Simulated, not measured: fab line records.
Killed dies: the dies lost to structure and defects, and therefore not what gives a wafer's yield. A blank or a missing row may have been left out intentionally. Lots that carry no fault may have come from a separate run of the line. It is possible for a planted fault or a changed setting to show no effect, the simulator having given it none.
fab line records ; flow n5-finfet
[record] lots = 8; wafers = 23; last-day = 18
route steps=1938 shown BEOL_M3@948 BEOL_M4@1111 PASSIVATION@1936
lots that met no fault: taken from a fault-free run of the same line
start-h: hours from the record's first day to the start of the lot's first wafer shown ; wait-h: hours from the lot's prior step to this one ; " same as the row above ; L1.1+2: one row covering several wafers at once ; - value missing, or start not given ; * or withheld: withheld ; < > ~ a bound
route shown NAME@n: names a module that has steps shown in the file, with the first one's number in the route ; usual: the fault-free wafers' mean and standard deviation ; same: alike in all rows ; chamber/n: place in a boat ; sites: per-site readings ; _std_site: the standard deviation of these ; _edge_site: the outer-site mean with the inner-site mean subtracted ; radius-mm: how far each site lies from the wafer's centre ; mask NAME#n: copy n ; behind: the most recent tool/chamber to have shaped the wafer ; hold: the reason the lot was held/the length of the hold in hours/how it ended ; device: transistor that didn't switch, given as n, p or np ; end of line: the tests these same wafers got at the end of their route ; step lacking rows: just its recipe ; killed: dies that structure and defects cost at the first sort, which is not the same as the wafer's yield ; map: the dies of a wafer, with x for killed, . for not killed, _ for no die there
set.NAME: setting as actually run; set.NAME@STEP: the setting as run at that earlier step ; model.NAME: the simulator's own value behind a step, which no gauge read
the route's steps for a sample of lots (tables are steps, rows are wafers)
services: when a tool's chamber went out of use (start-h, in hours from the record's first day, below 0 if earlier), for how many hours, and the reason
[[steps]]
[step N5_BEOL_M3_ETCH_74]
[recipe] chemistry = N2/H2; target = underlayer; target-depth-a = 65; mask-material = CAR-EUV; time-s = 5.2; ion-energy-ev = 200; pressure-mtorr = 30; source-w = 840; bias-w = 150; n2-flow-sccm = 200; h2-flow-sccm = 200; ends = cleared
[usual] drypump-motor-current-A = 5.6/0.44; etch-rf-on-time-s = 5.26/0.18; h2-flow-sccm = 200.0/0.56; oes-product-au = 0.65/0.067; rf-vpp-V = 524.3/2.2; showerhead-plenum-p-Torr = 2.56/0.071; throttle-valve-pct = 17.92/0.28
lot.wafer;tool;chamber;start-h;wait-h;drypump-motor-current-A;etch-rf-on-time-s;h2-flow-sccm;oes-product-au;rf-hours-counter-h;rf-vpp-V;showerhead-plenum-p-Torr;throttle-valve-pct
L232.3;rie-diel-03;3;155.54;0.0;6.0;5.36;200.2;0.67;135;524.8;2.55;17.98
L232.4;rie-diel-03;1;155.54;0.0;4.9;5.14;199.2;0.82;-;523.6;2.50;17.89
L232.5;rie-diel-03;3;155.54;0.0;6.0;5.33;201.1;0.66;-;524.7;2.55;18.00
L236.1;rie-diel-04;1;177.81;0.0;5.7;5.41;200.7;0.58;207;523.2;2.54;18.50
L236.2;rie-diel-04;3;177.81;0.0;5.2;5.07;198.9;0.61;199;528.0;2.65;18.08
L236.4;rie-diel-04;2;177.81;0.0;5.6;5.06;199.9;0.72;80;528.2;2.68;17.73
L235.5;rie-diel-04;3;178.25;0.0;5.2;5.18;200.4;0.60;-;526.4;2.65;18.07
L235.6;rie-diel-04;2;178.25;0.0;5.6;5.11;200.5;0.70;-;527.0;2.68;17.70
L240.2;rie-diel-02;3;221.10;0.0;5.1;5.27;199.9;0.58;241;521.4;2.52;18.08
L240.3;rie-diel-02;2;221.10;0.0;5.4;5.38;200.3;0.62;174;523.6;2.63;17.58
L240.4;rie-diel-02;0;221.10;0.0;5.6;5.26;199.6;0.68;111;521.8;2.46;18.00
L247.4;rie-diel-04;1;239.41;0.0;5.7;5.46;199.8;0.57;224;521.9;2.54;18.51
L247.5;rie-diel-04;3;239.41;0.0;5.2;5.21;199.7;0.59;-;522.8;2.64;18.13
L247.6;rie-diel-04;0;239.41;0.0;6.0;5.75;200.9;0.57;-;525.9;2.63;18.22
L249.1;rie-diel-04;3;251.24;0.0;5.2;5.18;200.5;0.59;219;525.1;2.64;18.11
L249.3;rie-diel-04;0;251.24;0.0;6.0;5.68;200.6;0.57;234;525.3;2.63;18.23
L249.6;rie-diel-04;0;251.24;0.0;6.0;5.72;200.1;0.57;-;527.4;2.63;18.24
L255.2;rie-diel-02;2;292.37;0.0;5.4;5.31;199.6;0.61;198;524.7;2.62;17.62
L255.3;rie-diel-02;3;292.37;0.0;5.1;5.09;199.5;0.81;7;525.3;2.51;17.64
L255.5;rie-diel-02;0;292.37;0.0;5.6;5.17;199.8;0.67;-;520.4;2.45;17.97
L253.1;rie-diel-03;3;298.01;0.0;6.0;5.41;199.5;0.63;181;524.8;2.53;18.04
L253.3;rie-diel-03;0;298.01;0.0;5.6;5.19;199.0;0.74;43;521.2;2.48;17.47
L253.5;rie-diel-03;3;298.01;0.0;6.0;5.36;200.1;0.62;-;523.6;2.53;18.05
[step N5_BEOL_M3_ETCH_77]
[recipe] chemistry = N2/H2; target = underlayer; target-depth-a = 65; mask-material = CAR-EUV; time-s = 5.2; ion-energy-ev = 200; pressure-mtorr = 30; source-w = 840; bias-w = 150; n2-flow-sccm = 200; h2-flow-sccm = 200; ends = cleared
[usual] drypump-motor-current-A = 5.6/0.39; etch-rf-on-time-s = 5.26/0.19; h2-flow-sccm = 200.0/0.57; oes-product-au = 0.66/0.074; rf-vpp-V = 524.4/2.1; showerhead-plenum-p-Torr = 2.56/0.066; throttle-valve-pct = 17.9/0.32
lot.wafer;tool;chamber;start-h;wait-h;drypump-motor-current-A;etch-rf-on-time-s;h2-flow-sccm;oes-product-au;rf-hours-counter-h;rf-vpp-V;showerhead-plenum-p-Torr;throttle-valve-pct
L232.3;rie-diel-02;2;156.42;0.0;5.4;5.35;200.2;0.62;155;527.2;2.63;17.6
L232.4;rie-diel-02;0;156.42;0.0;5.5;5.31;199.8;0.69;93;523.4;2.47;17.9
L232.5;rie-diel-02;1;156.42;0.0;6.5;5.11;199.2;0.64;-;523.5;2.52;17.9
L236.1;rie-diel-02;0;178.68;0.0;5.6;5.13;200.0;0.70;99;522.0;2.47;18.0
L236.2;rie-diel-02;3;178.68;0.0;5.1;5.36;199.8;0.58;229;522.0;2.52;18.1
L236.4;rie-diel-02;2;178.68;0.0;5.4;5.34;199.6;0.63;162;527.4;2.63;17.6
L235.5;rie-diel-03;3;179.24;0.0;6.0;5.23;199.6;0.67;-;523.3;2.55;18.0
L235.6;rie-diel-03;0;179.24;0.0;5.6;5.10;199.6;0.82;-;523.5;2.50;17.4
L240.2;rie-diel-02;3;222.19;0.0;5.1;5.18;220.7;0.59;242;523.8;2.58;18.7
L240.3;rie-diel-02;1;222.19;0.0;6.5;5.09;200.8;0.63;208;523.0;2.51;18.0
L240.4;rie-diel-02;2;222.19;0.0;5.4;5.29;201.0;0.63;175;526.6;2.63;17.6
L247.4;rie-diel-04;1;240.51;0.0;5.7;5.46;200.7;0.57;224;522.4;2.54;18.6
L247.5;rie-diel-04;2;240.51;0.0;5.6;5.02;199.7;0.70;-;524.4;2.67;17.8
L247.6;rie-diel-04;1;240.51;0.0;5.7;5.47;199.8;0.56;-;524.5;2.54;18.5
L249.1;rie-diel-03;1;252.32;0.0;4.9;5.20;199.1;0.76;35;521.6;2.49;17.9
L249.3;rie-diel-03;3;252.32;0.0;6.0;5.31;200.5;0.64;166;524.0;2.54;18.0
L249.6;rie-diel-03;0;252.32;0.0;5.6;5.13;200.4;0.77;-;521.8;2.49;17.5
L255.2;rie-diel-04;3;293.29;0.0;5.2;5.17;199.9;0.57;231;524.4;2.63;18.1
L255.3;rie-diel-04;1;293.29;0.0;5.8;5.52;200.2;0.56;239;523.3;2.53;18.5
L255.5;rie-diel-04;3;293.29;0.0;5.2;5.23;199.7;0.58;-;524.0;2.63;18.1
L253.1;rie-diel-04;1;299.01;0.0;5.8;5.48;200.6;0.56;241;523.4;2.53;18.5
L253.3;rie-diel-04;3;299.01;0.0;5.2;5.18;199.9;0.58;234;529.0;2.63;18.2
L253.5;rie-diel-04;1;299.01;0.0;5.8;5.42;199.9;0.56;-;523.8;2.53;18.5
[step N5_BEOL_M3_ETCH_70]
[recipe] chemistry = N2/H2; target = SOC; target-depth-a = 800; overetch-a = 160; mask-material = SiARC; temp-c = 40; time-s = 120; ion-energy-ev = 200; pressure-mtorr = 30; source-w = 840; bias-w = 150; n2-flow-sccm = 200; h2-flow-sccm = 200
[usual] drypump-motor-current-A = 5.6/0.41; h2-flow-sccm = 200.0/0.56; oes-product-au = 0.60/0.062; rf-vpp-V = 524.2/2.1; showerhead-plenum-p-Torr = 2.56/0.068; throttle-valve-pct = 17.9/0.3
lot.wafer;tool;chamber;start-h;wait-h;drypump-motor-current-A;h2-flow-sccm;oes-product-au;rf-hours-counter-h;rf-vpp-V;showerhead-plenum-p-Torr;throttle-valve-pct
L232.3;rie-diel-03;1;156.68;0.0;4.9;200.5;0.72;7;523.7;2.50;17.9
L232.4;rie-diel-03;0;156.68;0.0;5.6;199.7;0.78;0;524.2;2.50;17.4
L232.5;rie-diel-03;2;156.68;0.0;5.6;199.5;0.65;-;523.9;2.55;17.4
L236.1;rie-diel-03;0;184.75;0.0;5.6;199.3;0.72;8;522.8;2.50;17.4
L236.2;rie-diel-03;1;184.75;0.0;5.0;200.3;0.71;15;521.9;2.50;17.9
L236.4;rie-diel-03;2;184.75;0.0;5.6;200.8;0.64;78;525.7;2.55;17.4
L235.5;rie-diel-03;3;185.26;0.0;6.0;201.5;0.61;-;525.2;2.55;18.0
L235.6;rie-diel-03;2;185.26;0.0;5.6;199.8;0.65;-;524.6;2.55;17.4
L240.2;rie-diel-03;1;225.46;0.0;4.9;199.6;0.69;27;521.5;2.49;17.9
L240.3;rie-diel-03;3;225.46;0.0;6.0;199.3;0.59;157;523.2;2.54;18.0
L240.4;rie-diel-03;0;225.46;0.0;5.6;200.0;0.70;20;522.3;2.49;17.4
L247.4;rie-diel-02;1;242.54;0.0;6.5;200.3;0.55;214;521.9;2.51;17.9
L247.5;rie-diel-02;0;242.54;0.0;5.5;200.3;0.60;-;521.3;2.46;18.0
L247.6;rie-diel-02;1;242.54;0.0;6.5;200.4;0.55;-;523.3;2.51;17.9
L249.1;rie-diel-04;2;255.80;0.0;5.6;200.2;0.61;102;528.5;2.67;17.7
L249.3;rie-diel-04;0;255.80;0.0;6.0;199.8;0.54;236;524.1;2.63;18.2
L249.6;rie-diel-04;3;255.80;0.0;5.2;199.9;0.52;-;527.1;2.64;18.1
L255.2;rie-diel-04;0;295.76;0.0;6.0;200.6;0.53;248;524.4;2.63;18.2
L255.3;rie-diel-04;2;295.76;0.0;5.6;200.6;0.61;114;528.5;2.67;17.7
L255.5;rie-diel-04;3;295.76;0.0;5.2;200.4;0.52;-;525.2;2.63;18.1
L253.1;rie-diel-03;2;312.11;0.0;5.6;200.1;0.61;116;524.4;2.53;17.5
L253.3;rie-diel-03;1;312.11;0.0;4.9;200.7;0.65;51;521.8;2.48;17.9
L253.5;rie-diel-03;2;312.11;0.0;5.6;199.7;0.62;-;523.9;2.53;17.4
[step N5_BEOL_M3_STRIP_36]
[recipe] chemistry = N2/H2; power-w = 450; temp-c = 40; pressure-mtorr = 20; rf-frequency-hz = 6e+07; overash-fraction = 0.3; bias-power-w = 7; h2-frac = 0.5; n2-flow-sccm = 200; h2-flow-sccm = 200
[usual] drypump-motor-current-A = 5.6/0.41; h2-flow-sccm = 200.0/0.55; oes-product-au = 0.78/0.088; rf-vpp-V = 59.3/1.5; showerhead-plenum-p-Torr = 2.55/0.068; throttle-valve-pct = 23.7/0.44
lot.wafer;tool;chamber;start-h;wait-h;drypump-motor-current-A;h2-flow-sccm;oes-product-au;rf-hours-counter-h;rf-vpp-V;showerhead-plenum-p-Torr;throttle-valve-pct
L232.3;rie-diel-03;1;156.84;0.0;4.9;199.6;0.97;7;60.9;2.50;23.8
L232.4;rie-diel-03;0;156.84;0.0;5.6;199.2;1.00;0;60.7;2.50;23.2
L232.5;rie-diel-03;2;156.84;0.0;5.6;199.3;0.87;-;57.2;2.55;23.0
L236.1;rie-diel-03;0;184.91;0.0;5.6;199.8;0.96;8;58.7;2.49;23.2
L236.2;rie-diel-03;1;184.91;0.0;4.9;199.7;0.93;15;61.0;2.49;23.8
L236.4;rie-diel-03;2;184.91;0.0;5.6;199.2;0.87;78;60.9;2.55;23.0
L235.5;rie-diel-03;3;185.40;0.0;6.0;200.6;0.80;-;57.8;2.54;23.9
L235.6;rie-diel-03;2;185.40;0.0;5.6;200.2;0.84;-;61.0;2.54;22.9
L240.2;rie-diel-03;1;225.62;0.0;4.9;199.6;0.91;27;58.1;2.49;23.8
L240.3;rie-diel-03;3;225.62;0.0;6.0;199.2;0.78;157;57.4;2.54;23.9
L240.4;rie-diel-03;0;225.62;0.0;5.6;199.5;0.91;20;60.4;2.49;23.2
L247.4;rie-diel-02;1;242.70;0.0;6.5;199.5;0.69;214;59.6;2.50;23.9
L247.5;rie-diel-02;0;242.70;0.0;5.5;199.9;0.78;-;57.5;2.46;24.2
L247.6;rie-diel-02;1;242.70;0.0;6.5;199.9;0.69;-;60.3;2.50;23.9
L249.1;rie-diel-04;2;255.96;0.0;5.6;201.0;0.80;103;63.3;2.67;23.5
L249.3;rie-diel-04;0;255.96;0.0;6.0;199.6;0.69;236;58.6;2.63;24.1
L249.6;rie-diel-04;3;255.96;0.0;5.2;200.1;0.68;-;57.4;2.63;24.0
L255.2;rie-diel-04;0;295.92;0.0;6.0;200.5;0.67;248;60.0;2.62;24.1
L255.3;rie-diel-04;2;295.92;0.0;5.7;200.3;0.80;114;56.2;2.66;23.5
L255.5;rie-diel-04;3;295.92;0.0;5.2;200.2;0.67;-;58.8;2.63;24.0
L253.1;rie-diel-03;2;312.27;0.0;5.6;200.7;0.82;116;56.8;2.53;23.0
L253.3;rie-diel-03;1;312.27;0.0;5.0;200.3;0.85;52;59.1;2.48;23.9
L253.5;rie-diel-03;2;312.27;0.0;5.6;200.5;0.81;-;58.9;2.53;23.0
[step N5_BEOL_M4_RC_MEAS_101]
[usual] DIBL_N = 36.7/2.6; DIBL_P = 36.9/2.8; IOFF_N = 0.17/0.043; IOFF_P = 0.22/0.05; ION_N = 678/15; ION_P = 465/9.2; SS_N = 71.6/0.79; SS_P = 73.5/0.82; VT_N = 250/3.9; VT_P = -250/3.7
lot.wafer;tool;chamber;start-h;wait-h;DIBL_N[mV/V];DIBL_P[mV/V];IOFF_N[nA/um];IOFF_P[nA/um];ION_N[uA/um];ION_P[uA/um];SS_N[mV/dec];SS_P[mV/dec];VT_N[mV];VT_P[mV]
L232.3;prober-01;0;176.98;0.3;34.5;35.8;0.14;0.18;677;468;71.0;73.3;251;-254
L232.4;prober-01;0;176.98;0.3;37.9;39.5;0.19;0.24;684;463;72.8;74.0;251;-250
L232.5;prober-01;0;176.98;0.3;41.6;44.6;0.29;0.33;692;466;73.9;74.8;246;-247
L236.1;prober-01;0;197.44;0.0;35.0;34.6;0.14;0.17;680;466;70.4;72.9;250;-253
L236.2;prober-01;0;197.44;0.0;36.3;36.8;0.15;0.19;682;467;71.4;72.9;250;-254
L236.4;prober-01;0;197.44;0.0;37.1;37.3;0.18;0.20;694;468;71.7;72.9;247;-253
L235.5;prober-02;0;203.68;0.6;38.1;38.5;0.20;0.25;699;474;71.1;74.4;247;-246
L235.6;prober-02;0;203.68;0.6;42.1;42.8;0.29;0.36;692;471;72.5;75.2;242;-243
L240.2;prober-02;0;242.28;0.2;37.0;36.7;0.17;0.24;679;472;71.7;73.2;246;-244
L240.3;prober-02;0;242.28;0.2;31.1;29.6;0.08;0.14;657;462;69.8;71.6;259;-253
L240.4;prober-02;0;242.28;0.2;40.8;40.1;0.25;0.32;692;475;73.0;74.7;243;-241
L247.4;prober-01;0;263.95;0.5;33.5;34.3;0.11;0.19;669;469;70.5;72.3;253;-251
L247.5;prober-01;0;263.95;0.5;36.7;35.7;0.15;0.20;660;459;71.6;72.9;253;-250
L247.6;prober-01;0;263.95;0.5;35.0;34.5;0.13;0.19;677;473;70.8;72.5;253;-250
L249.1;prober-01;0;272.71;0.0;37.1;36.6;0.16;0.21;675;466;72.0;73.8;248;-248
L249.3;prober-01;0;272.71;0.0;35.9;35.2;0.14;0.18;684;466;71.7;72.9;250;-252
L249.6;prober-01;0;272.71;0.0;36.6;35.2;0.15;0.19;666;456;72.3;73.9;252;-251
L255.2;prober-02;0;309.73;0.2;36.5;37.1;0.14;0.20;683;469;71.2;73.3;255;-253
L255.3;prober-02;0;309.73;0.2;39.4;40.4;0.18;0.25;673;464;71.8;74.1;252;-251
L255.5;prober-02;0;309.73;0.2;36.1;36.5;0.13;0.18;667;456;71.5;72.9;253;-253
L253.1;prober-01;0;334.76;0.0;36.3;36.2;0.13;0.19;660;460;71.8;73.1;254;-255
L253.3;prober-01;0;334.76;0.0;38.8;39.3;0.18;0.23;690;476;71.4;73.8;248;-250
L253.5;prober-01;0;334.76;0.0;40.2;40.5;0.20;0.26;685;469;72.3;73.9;248;-250
[step N5_PASSIVATION_PROBE_49]
[usual] defect-limited-yield = 91.0/1.4; killed_at_M0_to_M3 = 36/9.6; killed_at_M4_up = 14/6.1; killed-at-contacts = 13/6.6; killed-at-front-end = 40/11; killed-at-other = 3.2/2.9; killed-dies = 106/17; killed-open = 71/12; killed-short = 33/7.3; sort_bin_4_leakage = 0.02/0.11; sort_bin_5_function = 5.3/1; sort_bin_6_memory = 3.4/0.68; sort-n-pass = 1073/19; sort-yield-pct = 91.0/1.6
[same] gross-dies = 1180; killed-at-back-side = 0; sort_bin_8_speed[%] = 0
lot.wafer;tool;chamber;start-h;wait-h;defect-limited-yield[%];killed_at_M0_to_M3;killed_at_M4_up;killed-at-contacts;killed-at-front-end;killed-at-other;killed-dies;killed-open;killed-short;sort_bin_4_leakage[%];sort_bin_5_function[%];sort_bin_6_memory[%];sort-n-pass;sort-yield-pct[%]
L240.2;prober-02;-;353.65;0.1;90.9;27;16;28;35;1;107;69;34;0;5.1;3.6;1073;90.9
L240.3;prober-02;-;353.70;0.1;91.5;40;8;24;28;0;100;64;36;0;5.3;3.2;1080;91.5
L240.4;prober-02;-;353.75;0.2;89.7;46;19;15;38;3;121;84;33;0;6.9;3.2;1059;89.7
// killed by level:class
L240.2 MOL_CONTACT_COAG:geometric-particle:open=22 BEOL_M2:geometric-particle:open=8 GATE_CUT:geometric-particle:short=6 BEOL_M5:geometric-particle:open=6 DUMMY_GATE:geometric-particle:open=5 MOL_CONTACT_COAG:geometric-particle:short=5 DUMMY_GATE:geometric-particle:short=4 GATE_CUT:geometric-particle:open=4
L240.3 MOL_CONTACT_COAG:geometric-particle:open=18 GATE_CUT:geometric-particle:short=7 BEOL_M0_SAQP:geometric-particle:open=7 BEOL_M0_SAQP:geometric-particle:short=7 STI_FIN_REVEAL:geometric-particle:open=6 MOL_CONTACT_COAG:geometric-particle:short=6 BEOL_M3:geometric-particle:short=6 BEOL_M2:geometric-particle:open=5
L240.4 BEOL_M1:geometric-particle:open=11 MOL_CONTACT_COAG:geometric-particle:open=11 BEOL_M2:geometric-particle:open=11 STI_FIN_REVEAL:geometric-particle:open=6 BEOL_M0_SAQP:geometric-particle:short=6 BEOL_M0_SAQP:geometric-particle:open=6 BEOL_M3:geometric-particle:open=6 BEOL_M5:geometric-particle:open=6
[[services]]
tool;chamber;start-h;hours;kind
rie-diel-03;0;137.79;-;clean
rie-diel-03;0;137.79;-;consumable-replace:focus-ring
rie-diel-03;0;137.79;18.6;scheduled-down
rie-diel-03;0;137.79;18.6;vent-cycle
rie-diel-04;3;200.03;2.9;repair
rie-diel-03;2;218.45;2.0;repair
rie-diel-02;3;250.70;-;clean
rie-diel-02;3;250.70;-;consumable-replace:focus-ring
rie-diel-02;3;250.70;20.8;scheduled-down
rie-diel-02;3;250.70;20.8;vent-cycle
rie-diel-04;0;303.96;-;clean
rie-diel-04;0;303.96;-;consumable-replace:focus-ring
rie-diel-04;0;303.96;25.1;scheduled-down
rie-diel-04;0;303.96;25.1;vent-cycle
[[key]]
[first-sign] step = N5_BEOL_M3_ETCH_77; reading = h2-flow-sccm; direction = up; sigmas = 36; usual = 200.0; struck = 220.7
effect none on later readings
met-at N5_BEOL_M3_ETCH_77
struck-lots L240
struck-wafers L240.2
not-acting-at N5_BEOL_M3_ETCH_74,N5_BEOL_M3_ETCH_70,N5_BEOL_M3_STRIP_36
onset-between 178.68 222.19
[fault] kind = process-parameter-drift; tool = rie-diel-02; chamber = 3; onset-h = 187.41; steps = N5_BEOL_M3_ETCH_77; channel = h2-flow-sccm; offset = 20; shape = step; end-h = 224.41; acts-in = these-recipes-only; stated = 200
